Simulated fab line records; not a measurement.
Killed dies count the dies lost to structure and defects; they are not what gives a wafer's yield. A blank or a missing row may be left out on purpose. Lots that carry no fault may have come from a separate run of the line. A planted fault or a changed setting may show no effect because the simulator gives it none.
fab line records + flow n5_finfet
[record]
- lots = 7
- wafers = 39
route steps=1938 shown SD_EPI_N@288 SD_ACTIVATION@330
start_h: hours from the record's first day to the start of the lot's first wafer shown + wait_h: time in hours since the lot's previous step + " repeats the value in the row above + L1.1+2: several wafers, shown together as one row + - no value present, or no start provided + * or withheld: withheld + < > ~ a bound
route shown NAME@n: NAME is a module with steps in the file, n the number in the route of the first one + usual: mean and standard deviation over wafers with no fault + same: alike in all rows + chamber/n: place in a boat + sites: readings site by site + _std_site: standard deviation across them + _edge_site: outer sites' mean less inner sites' + radius_mm: for every site, how far away it sits from the centre of the wafer + mask NAME#n: copy n + behind: the most recent tool/chamber to have shaped the wafer + hold: what put the lot on hold/how long, in hours/how the hold closed + device: which transistor (n, p or np) failed to switch + end of line: at the end of the route, the tests of the same wafers + step lacking rows: just its recipe + killed: the dies lost at the first sort to structure and to defects; this is not the yield of the wafer + map: the dies of a wafer, with x for killed, . for not killed, _ for no die there
set.NAME: the setting the step ran with; set.NAME@STEP: the setting that earlier step ran with + model.NAME: the simulator's own value behind a step, which no gauge read
lots run with intentionally changed settings; tables by step, rows by wafer
[[steps]]
[step N5_SD_EPI_N_EPI_21]
[recipe]
- material = Si:P
- dopant = P
- temp_c = 680
- pressure_torr = 255
- time_s = 690
| lot.wafer | tool         | chamber | start_h | wait_h | set.time_s | model.Si-P_of_SD_EPI_N_EPI_21.thk_nm |
|-----------|--------------|---------|---------|--------|------------|--------------------------------------|
| L075.1+5  | epi_rpcvd-03 | 0       | 56.27   | 0.1    | 690        | 58.4                                 |
| L075.2    | "            | 0       | "       | "      | 690        | 58.8                                 |
| L075.3+4  | "            | 0       | "       | "      | 690        | 58.2                                 |
| L075.6    | "            | 0       | "       | "      | 690        | 58.6                                 |
| L076.1+2  | epi_rpcvd-04 | 0       | 65.97   | 0.1    | 690        | 58.4                                 |
| L076.3    | "            | 0       | "       | "      | 826.1      | 66.8                                 |
| L076.4    | "            | 0       | "       | "      | 826.1      | 67.4                                 |
| L076.5    | "            | 0       | "       | "      | 690        | 59.4                                 |
| L076.6    | "            | 0       | "       | "      | 826.1      | 67.6                                 |
| L080.1    | epi_rpcvd-04 | 0       | 89.28   | 0.1    | 728.5      | 61.6                                 |
| L080.2+4  | "            | 0       | "       | "      | 690        | 59.4                                 |
| L080.3    | "            | 0       | "       | "      | 728.5      | 61.8                                 |
| L080.5    | "            | 0       | "       | "      | 690        | 59.2                                 |
| L080.6    | "            | 0       | "       | "      | 728.5      | 61.4                                 |
| L082.1    | epi_rpcvd-03 | 0       | 99.93   | 0.2    | 787.9      | 64                                   |
| L082.2+4  | "            | 0       | "       | "      | 690        | 59.2                                 |
| L082.3    | "            | 0       | "       | "      | 787.9      | 66.4                                 |
| L082.5    | "            | 0       | "       | "      | 787.9      | 64.6                                 |
| L082.6    | "            | 0       | "       | "      | 690        | 59.4                                 |
| L084.1    | epi_rpcvd-04 | 0       | 116.36  | 0.1    | 805.2      | 65                                   |
| L084.2    | "            | 0       | "       | "      | 805.2      | 65.8                                 |
| L084.3    | "            | 0       | "       | "      | 690        | 59                                   |
| L084.4    | "            | 0       | "       | "      | 690        | 58.6                                 |
| L084.5    | "            | 0       | "       | "      | 805.2      | 65.6                                 |
| L084.6    | "            | 0       | "       | "      | 690        | 58.2                                 |
| L088.1    | epi_rpcvd-04 | 0       | 138.53  | 0.2    | 690        | 58.2                                 |
| L088.2    | "            | 0       | "       | "      | 690        | 59.4                                 |
| L088.5    | "            | 0       | 140.03  | 1.5    | 690        | 59.2                                 |
| L090.1    | epi_rpcvd-03 | 0       | 152.69  | 0.1    | 690        | 59                                   |
| L090.2    | "            | 0       | "       | "      | 622.3      | 54.8                                 |
| L090.3    | "            | 0       | "       | "      | 622.3      | 54.6                                 |
| L090.4+5  | "            | 0       | "       | "      | 690        | 59.2                                 |
| L090.6    | "            | 0       | "       | "      | 622.3      | 55.2                                 |
[step N5_SD_EPI_N_EPI_MEAS_23]
[recipe]
- mode = xrd
[usual]
- thk_nm = 59.0/1.1
| lot.wafer | tool          | chamber | start_h | wait_h | set.time_s@SD_EPI_N_EPI_21 | thk_nm |
|-----------|---------------|---------|---------|--------|----------------------------|--------|
| L075.1    | film_metro-02 | -       | 57.99   | 1.4    | 690                        | 57.7   |
| L075.2    | "             | -       | "       | "      | 690                        | 59.4   |
| L075.3    | "             | -       | "       | "      | 690                        | 58.9   |
| L075.4    | "             | -       | "       | "      | 690                        | 59.6   |
| L075.5    | "             | -       | "       | "      | 690                        | 60.3   |
| L075.6    | "             | -       | "       | "      | 690                        | 58.5   |
| L076.1    | film_metro-01 | -       | 67.69   | 1.4    | 690                        | 58.0   |
| L076.2    | "             | -       | "       | "      | 690                        | 59.4   |
| L076.3    | "             | -       | "       | "      | 826.1                      | 66.6   |
| L076.4    | "             | -       | "       | "      | 826.1                      | 67.6   |
| L076.5    | "             | -       | "       | "      | 690                        | 60.6   |
| L076.6    | "             | -       | "       | "      | 826.1                      | 66.3   |
| L080.1    | film_metro-01 | -       | 91.00   | 1.4    | 728.5                      | 60.6   |
| L080.2    | "             | -       | "       | "      | 690                        | 59.6   |
| L080.3    | "             | -       | "       | "      | 728.5                      | 62.4   |
| L080.4    | "             | -       | "       | "      | 690                        | 59.4   |
| L080.5    | "             | -       | "       | "      | 690                        | 58.9   |
| L080.6    | "             | -       | "       | "      | 728.5                      | 60.5   |
| L082.1    | film_metro-01 | -       | 102.23  | 1.9    | 787.9                      | 63.7   |
| L082.2    | "             | -       | "       | "      | 690                        | 58.9   |
| L082.3    | "             | -       | "       | "      | 787.9                      | 64.9   |
| L082.4    | "             | -       | "       | "      | 690                        | 59.8   |
| L082.5    | "             | -       | "       | "      | 787.9                      | 65.0   |
| L082.6    | "             | -       | "       | "      | 690                        | 57.9   |
| L084.1    | film_metro-02 | -       | 118.07  | 1.4    | 805.2                      | 65.8   |
| L084.2    | "             | -       | "       | "      | 805.2                      | 65.4   |
| L084.3    | "             | -       | "       | "      | 690                        | 57.8   |
| L084.4    | "             | -       | "       | "      | 690                        | 59.7   |
| L084.5    | "             | -       | "       | "      | 805.2                      | 66.1   |
| L084.6    | "             | -       | "       | "      | 690                        | 57.7   |
| L088.1    | film_metro-02 | -       | 140.81  | 1.9    | 690                        | 58.5   |
| L088.2    | "             | -       | "       | "      | 690                        | 57.7   |
| L088.5    | "             | -       | "       | "      | 690                        | 58.9   |
| L090.1    | film_metro-02 | -       | 154.41  | 1.4    | 690                        | 59.4   |
| L090.2    | "             | -       | "       | "      | 622.3                      | 55.2   |
| L090.3    | "             | -       | "       | "      | 622.3                      | 55.2   |
| L090.4    | "             | -       | "       | "      | 690                        | 59.3   |
| L090.5    | "             | -       | "       | "      | 690                        | 59.8   |
| L090.6    | "             | -       | "       | "      | 622.3                      | 56.1   |
[step N5_SD_EPI_N_PRECLEAN_24]
[recipe]
- chemistry = O3/DIW
- time_s = 60
- temp_c = 22
- o3_ppm = 10
[step N5_SD_EPI_N_SRD_25]
[recipe]
- time_s = 30
- temp_c = 23
- rinse_liquid = diw
- dry = ipa_marangoni
[step N5_SD_ACTIVATION_RTA_00]
[recipe]
- temp_c = 975
- time_s = 0
- ambient = N2
- idle_temp_c = 600
- ramp_up_c_per_s = 150
- ramp_down_c_per_s = 60
- cool_to_c = 600
[step N5_SD_ACTIVATION_LSA_01]
[recipe]
- temp_c = 1080
- time_s = 0.0008
- ambient = N2
[step N5_SD_ACTIVATION_RS_MEAS_03]
[recipe]
- thk_meas_gauge = four-point-probe
[usual]
- RS_SD_N = 21.92/0.26
- RS_SD_P = 55.9/0.75
| lot.wafer | tool          | chamber | start_h | wait_h | set.time_s@SD_EPI_N_EPI_21 | RS_SD_N[ohm/sq] | RS_SD_P[ohm/sq] |
|-----------|---------------|---------|---------|--------|----------------------------|-----------------|-----------------|
| L075.1    | film_metro-01 | -       | 64.58   | 0.2    | 690                        | 21.96           | 57.2            |
| L075.2    | "             | -       | "       | "      | 690                        | 21.66           | 57.2            |
| L075.3    | "             | -       | "       | "      | 690                        | 21.96           | 56.4            |
| L075.4    | "             | -       | "       | "      | 690                        | 21.88           | 56.6            |
| L075.5    | "             | -       | "       | "      | 690                        | 21.80           | 56.4            |
| L075.6    | "             | -       | "       | "      | 690                        | 21.83           | 57.5            |
| L076.1    | film_metro-02 | -       | 72.88   | 0.2    | 690                        | 22.04           | 57.4            |
| L076.2    | "             | -       | "       | "      | 690                        | 22.14           | 56.3            |
| L076.3    | "             | -       | "       | "      | 826.1                      | 19.41           | 56.9            |
| L076.4    | "             | -       | "       | "      | 826.1                      | 19.28           | 56.2            |
| L076.5    | "             | -       | "       | "      | 690                        | 21.87           | 56.9            |
| L076.6    | "             | -       | "       | "      | 826.1                      | 19.08           | 56.4            |
| L080.1    | film_metro-02 | -       | 96.26   | 0.2    | 728.5                      | 20.96           | 53.9            |
| L080.2    | "             | -       | "       | "      | 690                        | 21.56           | 55.2            |
| L080.3    | "             | -       | "       | "      | 728.5                      | 20.88           | 54.5            |
| L080.4    | "             | -       | "       | "      | 690                        | 21.92           | 55.8            |
| L080.5    | "             | -       | "       | "      | 690                        | 21.62           | 54.4            |
| L080.6    | "             | -       | "       | "      | 728.5                      | 20.86           | 54.7            |
| L082.1    | film_metro-02 | -       | 108.47  | 0.2    | 787.9                      | 20.22           | 56.5            |
| L082.2    | "             | -       | "       | "      | 690                        | 21.61           | 56.0            |
| L082.3    | "             | -       | "       | "      | 787.9                      | 19.41           | 55.5            |
| L082.4    | "             | -       | "       | "      | 690                        | 21.83           | 56.4            |
| L082.5    | "             | -       | "       | "      | 787.9                      | 19.70           | 57.5            |
| L082.6    | "             | -       | "       | "      | 690                        | 21.52           | 56.1            |
| L084.1    | film_metro-02 | -       | 124.56  | 0.2    | 805.2                      | 20.06           | 55.1            |
| L084.2    | "             | -       | "       | "      | 805.2                      | 19.75           | 53.9            |
| L084.3    | "             | -       | "       | "      | 690                        | 21.96           | 55.1            |
| L084.4    | "             | -       | "       | "      | 690                        | 22.20           | 55.2            |
| L084.5    | "             | -       | "       | "      | 805.2                      | 19.81           | 56.0            |
| L084.6    | "             | -       | "       | "      | 690                        | 22.30           | 55.5            |
| L088.1    | film_metro-01 | -       | 146.91  | 0.2    | 690                        | 22.21           | 55.9            |
| L088.2    | "             | -       | "       | "      | 690                        | 21.64           | 56.1            |
| L088.5    | "             | -       | "       | "      | 690                        | 21.85           | 55.9            |
| L090.1    | film_metro-01 | -       | 160.54  | 0.2    | 690                        | 22.01           | 55.9            |
| L090.2    | "             | -       | "       | "      | 622.3                      | 23.78           | 55.9            |
| L090.3    | "             | -       | "       | "      | 622.3                      | 23.76           | 55.6            |
| L090.4    | "             | -       | "       | "      | 690                        | 22.01           | 55.6            |
| L090.5    | "             | -       | "       | "      | 690                        | 21.95           | 55.9            |
| L090.6    | "             | -       | "       | "      | 622.3                      | 23.47           | 57.0            |
[[key]]
[split]
- step = N5_SD_EPI_N_EPI_21
- setting = time_s
- stated = 690
- by = wafer
[response]
- step = N5_SD_EPI_N_EPI_21
- reading = model.Si-P_of_SD_EPI_N_EPI_21.thk_nm
- change = +0.42
- per = 1%
- r = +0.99
[response]
- step = N5_SD_EPI_N_EPI_MEAS_23
- reading = thk_nm
- change = *
- per = 1%
- r = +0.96
[response]
- step = N5_SD_ACTIVATION_RS_MEAS_03
- reading = RS_SD_N
- change = -0.141
- per = 1%
- r = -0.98
